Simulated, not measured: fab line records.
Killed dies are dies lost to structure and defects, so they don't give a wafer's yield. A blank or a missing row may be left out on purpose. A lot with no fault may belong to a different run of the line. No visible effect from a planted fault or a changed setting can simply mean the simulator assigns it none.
The tool behind it: which one? / flow nand harc / Sampling: 12 lots, 36 wafers, 6 of 1159 route steps

== WHAT THE GAUGES READ, wafer by wafer ==
NHARC_A_CONTACT_INSPECT_44. Usual: 26 for raw defect count, sd 14.
lot=L264; measured=day 16 03:49; on=defect inspect-02; raw defect count=9 8 16; flag=
lot=L265; measured=day 16 19:08; on=defect inspect-01; raw defect count=31 40 39; flag=
lot=L268; measured=day 16 19:20; on=defect inspect-02; raw defect count=5 5 5; flag=
lot=L269; measured=day 17 03:46; on=defect inspect-02; raw defect count=26 42 28; flag=
lot=L270; measured=day 17 06:57; on=defect inspect-01; raw defect count=13 11 13; flag=
lot=L271; measured=day 17 20:49; on=defect inspect-01; raw defect count=11 11 17; flag=
lot=L274; measured=day 18 14:13; on=defect inspect-02; raw defect count=31 25 33; flag=
lot=L278; measured=day 20 00:59; on=defect inspect-02; raw defect count=355 296 315; flag=OFF
lot=L281; measured=day 20 10:43; on=defect inspect-01; raw defect count=308 355 365; flag=OFF
lot=L285; measured=day 21 16:25; on=defect inspect-01; raw defect count=26 25 41; flag=
lot=L287; measured=day 22 01:46; on=defect inspect-02; raw defect count=39 40 34; flag=
lot=L286; measured=day 22 07:47; on=defect inspect-01; raw defect count=35 39 43; flag=

NHARC_END_SORT_01. Usual: killed at array 27, standard deviation 11; killed at other 0.7, standard deviation 0.93; killed at periphery 2.9, standard deviation 1.9; killed dies 30, standard deviation 11; killed open 3.1, standard deviation 1.7; killed short 1.9, standard deviation 1.3.
lot=L268; measured=day 19 21:45; on=prober-01; killed at array=11 8 12; killed at other=0 0 0; killed at periphery=3 3 4; killed dies=14 11 16; killed open=4 4 5; killed short=3 1 3; flag=
lot=L274; measured=day 21 10:02; on=prober-01; killed at array=30 24 37; killed at other=0 0 0; killed at periphery=0 0 0; killed dies=30 24 37; killed open=3 2 4; killed short=2 3 4; flag=
lot=L278; measured=day 23 08:01; on=prober-01; killed at array=62 60 82; killed at other=0 0 2; killed at periphery=0 0 0; killed dies=62 60 84; killed open=1 1 1; killed short=2 0 4; flag=OFF
lot=L281; measured=day 23 22:29; on=prober-02; killed at array=66 68 84; killed at other=2 1 1; killed at periphery=2 1 3; killed dies=70 70 88; killed open=4 2 2; killed short=3 2 4; flag=OFF

== WHAT TOOL EACH LOT RAN ON (gives the tool, then ch and the chambers of the sampled wafers, and finally the start) ==
lot=L264; NHARC_A_WL_FILL_CVD_20=cvd w-02 ch 0,1, day 15 23:19 or earlier; NHARC_A_WL_FILL_CMP_12=cmp-02 ch 1,3, day 15 23:19; NHARC_A_CONTACT_DEP_28=acl dep-01 ch 0, day 16 00:46; NHARC_A_CONTACT_ETCH_113=har cap etch-01 ch 0,1, day 16 05:26
lot=L265; NHARC_A_WL_FILL_CVD_20=cvd w-02 ch 0,1, day 16 11:59 or earlier; NHARC_A_WL_FILL_CMP_12=cmp-04 ch 0,3, day 16 11:59; NHARC_A_CONTACT_DEP_28=acl dep-03 ch 0, day 16 16:13; NHARC_A_CONTACT_ETCH_113=har cap etch-01 ch 0,1, day 16 20:47
lot=L268; NHARC_A_WL_FILL_CVD_20=cvd w-01 ch 0,1, day 16 12:25 or earlier; NHARC_A_WL_FILL_CMP_12=cmp-02 ch 1,2, day 16 12:25; NHARC_A_CONTACT_DEP_28=acl dep-02 ch 0, day 16 16:55; NHARC_A_CONTACT_ETCH_113=har cap etch-03 ch 0,1, day 16 21:23
lot=L269; NHARC_A_WL_FILL_CVD_20=cvd w-02 ch 0,1, day 16 23:27 or earlier; NHARC_A_WL_FILL_CMP_12=cmp-04 ch 2,3, day 16 23:27; NHARC_A_CONTACT_DEP_28=acl dep-01 ch 0, day 17 00:57; NHARC_A_CONTACT_ETCH_113=har cap etch-01 ch 1, day 17 05:29
lot=L270; NHARC_A_WL_FILL_CVD_20=cvd w-01 ch 0,1, day 17 02:22 or earlier; NHARC_A_WL_FILL_CMP_12=cmp-04 ch 0,1,3, day 17 02:22; NHARC_A_CONTACT_DEP_28=acl dep-03 ch 0, day 17 03:51; NHARC_A_CONTACT_ETCH_113=har cap etch-02 ch 0,1, day 17 08:41
lot=L271; NHARC_A_WL_FILL_CVD_20=cvd w-01 ch 0,1, day 17 16:41 or earlier; NHARC_A_WL_FILL_CMP_12=cmp-01 ch 2,3, day 17 16:41; NHARC_A_CONTACT_DEP_28=acl dep-02 ch 0, day 17 17:49; NHARC_A_CONTACT_ETCH_113=har cap etch-02 ch 0,1, day 17 22:29
lot=L274; NHARC_A_WL_FILL_CVD_20=cvd w-02 ch 1, day 18 08:20 or earlier; NHARC_A_WL_FILL_CMP_12=cmp-02 ch 1,2, day 18 08:20; NHARC_A_CONTACT_DEP_28=acl dep-01 ch 0, day 18 11:13; NHARC_A_CONTACT_ETCH_113=har cap etch-02 ch 0,1, day 18 15:53
lot=L278; NHARC_A_WL_FILL_CVD_20=cvd w-02 ch 0,1, day 19 20:45 or earlier; NHARC_A_WL_FILL_CMP_12=cmp-04 ch 2,3, day 19 20:45; NHARC_A_CONTACT_DEP_28=acl dep-02 ch 0, day 19 22:38; NHARC_A_CONTACT_ETCH_113=har cap etch-02 ch 0,1, day 20 02:52
lot=L281; NHARC_A_WL_FILL_CVD_20=cvd w-01 ch 0,1, day 20 02:05 or earlier; NHARC_A_WL_FILL_CMP_12=cmp-01 ch 0,1,3, day 20 02:05; NHARC_A_CONTACT_DEP_28=acl dep-02 ch 0, day 20 08:02; NHARC_A_CONTACT_ETCH_113=har cap etch-02 ch 0,1, day 20 12:26
lot=L285; NHARC_A_WL_FILL_CVD_20=cvd w-02 ch 1, day 21 12:11 or earlier; NHARC_A_WL_FILL_CMP_12=cmp-04 ch 0,1, day 21 12:11; NHARC_A_CONTACT_DEP_28=acl dep-03 ch 0, day 21 13:43; NHARC_A_CONTACT_ETCH_113=har cap etch-01 ch 0,1, day 21 18:04
lot=L287; NHARC_A_WL_FILL_CVD_20=cvd w-01 ch 0,1, day 21 21:26 or earlier; NHARC_A_WL_FILL_CMP_12=cmp-01 ch 0,1, day 21 21:26; NHARC_A_CONTACT_DEP_28=acl dep-03 ch 0, day 21 23:23; NHARC_A_CONTACT_ETCH_113=har cap etch-01 ch 0,1, day 22 03:25
lot=L286; NHARC_A_WL_FILL_CVD_20=cvd w-01 ch 0,1, day 22 03:05 or earlier; NHARC_A_WL_FILL_CMP_12=cmp-01 ch 1,3, day 22 03:05; NHARC_A_CONTACT_DEP_28=acl dep-03 ch 0, day 22 05:25; NHARC_A_CONTACT_ETCH_113=har cap etch-03 ch 0,1, day 22 11:25
- NHARC_A_WL_FILL_CVD_20: deposits W, target thk 75 nm, time 5064 s.
- NHARC_A_WL_FILL_CMP_12: polishes, t overpolish 30 s, target thk 75 nm.
- NHARC_A_CONTACT_DEP_28: deposits aC, target thk 3600 nm.
- NHARC_A_CONTACT_ETCH_113: etches the open film in C4F8/O2/Ar, time 94 s, target depth 922 nm.

== WHAT THE TOOLS THEMSELVES READ (means of the sampled wafers that have a number; where no wafer has one, the mark that the record gives instead) ==
NHARC_A_WL_FILL_CVD_20. Usual: heater power w 479 W, standard deviation 28; susceptor temp C 299.97 C, standard deviation 0.18; throttle valve pct 8.00 %, standard deviation 0.2.
lot=L264; tool=cvd w-02; heater power w (W)=474; susceptor temp C (C)=299.92; throttle valve pct (%)=8.18; flag=
lot=L265; tool=cvd w-02; heater power w (W)=457; susceptor temp C (C)=299.84; throttle valve pct (%)=8.05; flag=
lot=L268; tool=cvd w-01; heater power w (W)=498; susceptor temp C (C)=300.18; throttle valve pct (%)=7.88; flag=
lot=L269; tool=cvd w-02; heater power w (W)=482; susceptor temp C (C)=299.95; throttle valve pct (%)=8.21; flag=
lot=L270; tool=cvd w-01; heater power w (W)=507; susceptor temp C (C)=299.86; throttle valve pct (%)=8.00; flag=
lot=L271; tool=cvd w-01; heater power w (W)=510; susceptor temp C (C)=299.92; throttle valve pct (%)=8.05; flag=
lot=L274; tool=cvd w-02; heater power w (W)=437; susceptor temp C (C)=299.82; throttle valve pct (%)=8.00; flag=
lot=L278; tool=cvd w-02; heater power w (W)=466; susceptor temp C (C)=299.80; throttle valve pct (%)=8.01; flag=
lot=L281; tool=cvd w-01; heater power w (W)=504; susceptor temp C (C)=299.99; throttle valve pct (%)=8.00; flag=
lot=L285; tool=cvd w-02; heater power w (W)=444; susceptor temp C (C)=300.21; throttle valve pct (%)=8.05; flag=
lot=L287; tool=cvd w-01; heater power w (W)=487; susceptor temp C (C)=-; throttle valve pct (%)=7.74; flag=OFF
lot=L286; tool=cvd w-01; heater power w (W)=495; susceptor temp C (C)=299.99; throttle valve pct (%)=7.79; flag=

NHARC_A_WL_FILL_CMP_12. Usual: motor current A 12.4 A, standard deviation 1.4; overpolish run s 30.000 s, standard deviation 0.009; time to endpoint s 15.6 s, standard deviation 1.9.
lot=L264; tool=cmp-02; motor current A (A)=12.5; overpolish run s (s)=29.996; time to endpoint s (s)=16.1; flag=
lot=L265; tool=cmp-04; motor current A (A)=11.2; overpolish run s (s)=30.001; time to endpoint s (s)=14.1; flag=
lot=L268; tool=cmp-02; motor current A (A)=13.1; overpolish run s (s)=30.002; time to endpoint s (s)=15.5; flag=
lot=L269; tool=cmp-04; motor current A (A)=11.2; overpolish run s (s)=29.999; time to endpoint s (s)=14.4; flag=
lot=L270; tool=cmp-04; motor current A (A)=12.1; overpolish run s (s)=30.006; time to endpoint s (s)=14.1; flag=
lot=L271; tool=cmp-01; motor current A (A)=11.6; overpolish run s (s)=30.000; time to endpoint s (s)=17.9; flag=
lot=L274; tool=cmp-02; motor current A (A)=13.4; overpolish run s (s)=30.006; time to endpoint s (s)=17.0; flag=
lot=L278; tool=cmp-04; motor current A (A)=10.6; overpolish run s (s)=29.995; time to endpoint s (s)=16.9; flag=
lot=L281; tool=cmp-01; motor current A (A)=12.8; overpolish run s (s)=29.998; time to endpoint s (s)=15.0; flag=
lot=L285; tool=cmp-04; motor current A (A)=12.6; overpolish run s (s)=29.994; time to endpoint s (s)=15.8; flag=
lot=L287; tool=cmp-01; motor current A (A)=12.5; overpolish run s (s)=29.999; time to endpoint s (s)=17.5; flag=
lot=L286; tool=cmp-01; motor current A (A)=11.9; overpolish run s (s)=30.003; time to endpoint s (s)=16.2; flag=

NHARC_A_CONTACT_DEP_28. Usual: susceptor temp C 399.99 C, standard deviation 0.22; throttle valve pct 34.999 %, standard deviation 0.0084.
lot=L264; tool=acl dep-01; susceptor temp C (C)=-; throttle valve pct (%)=35.008; flag=OFF
lot=L265; tool=acl dep-03; susceptor temp C (C)=-; throttle valve pct (%)=35.005; flag=OFF
lot=L268; tool=acl dep-02; susceptor temp C (C)=-; throttle valve pct (%)=35.002; flag=OFF
lot=L269; tool=acl dep-01; susceptor temp C (C)=399.86; throttle valve pct (%)=34.995; flag=
lot=L270; tool=acl dep-03; susceptor temp C (C)=399.96; throttle valve pct (%)=35.001; flag=
lot=L271; tool=acl dep-02; susceptor temp C (C)=399.77; throttle valve pct (%)=34.988; flag=
lot=L274; tool=acl dep-01; susceptor temp C (C)=-; throttle valve pct (%)=34.998; flag=OFF
lot=L278; tool=acl dep-02; susceptor temp C (C)=399.97; throttle valve pct (%)=35.000; flag=
lot=L281; tool=acl dep-02; susceptor temp C (C)=-; throttle valve pct (%)=35.001; flag=OFF
lot=L285; tool=acl dep-03; susceptor temp C (C)=400.03; throttle valve pct (%)=34.996; flag=
lot=L287; tool=acl dep-03; susceptor temp C (C)=400.33; throttle valve pct (%)=35.001; flag=
lot=L286; tool=acl dep-03; susceptor temp C (C)=399.76; throttle valve pct (%)=34.983; flag=

== THE ANSWER, worked out from the rows above alone ==
Rule: lot off if the mean of its wafers having a number is beyond 3 standard deviations from the usual mean. Also off: a lot with no number at a reading for which 4 or more lots have one. The other lots that the step has rows for count as sound. First the gauges in route order, then the tools' own readings, where a lot's mean is used as printed above. The first step at which some lot is off is used, and at that step the reading that is off furthest; a lot without a number counts as furthest.
Off, at NHARC_A_CONTACT_INSPECT_44 on raw defect count: L278, L281.
If a tool, at a process step before that reading, ran all the lots that are off and no sound lot after the first of them, it fits. The gauges at NHARC_A_CONTACT_INSPECT_44 aren't tried: what is off there is off at NHARC_END_SORT_01 too, on other tools, and a gauge's error can't cause that. With no start given for some of its lots, NHARC_A_WL_FILL_CVD_20 uses the hours and lot order of NHARC_A_WL_FILL_CMP_12. One fits: acl dep-02 at NHARC_A_CONTACT_DEP_28. Its last sound lot is L271 (day 17 17:49), its first lot that is off L278 (day 19 22:38): a fault that began between those two fits.

== WHAT THE SIMULATOR HAD PUT IN ==
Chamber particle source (acl dep-02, NHARC_A_CONTACT_DEP_28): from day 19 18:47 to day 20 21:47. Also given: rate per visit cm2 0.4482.
Shown lots that were struck: L278, L281. The rule above found the same.
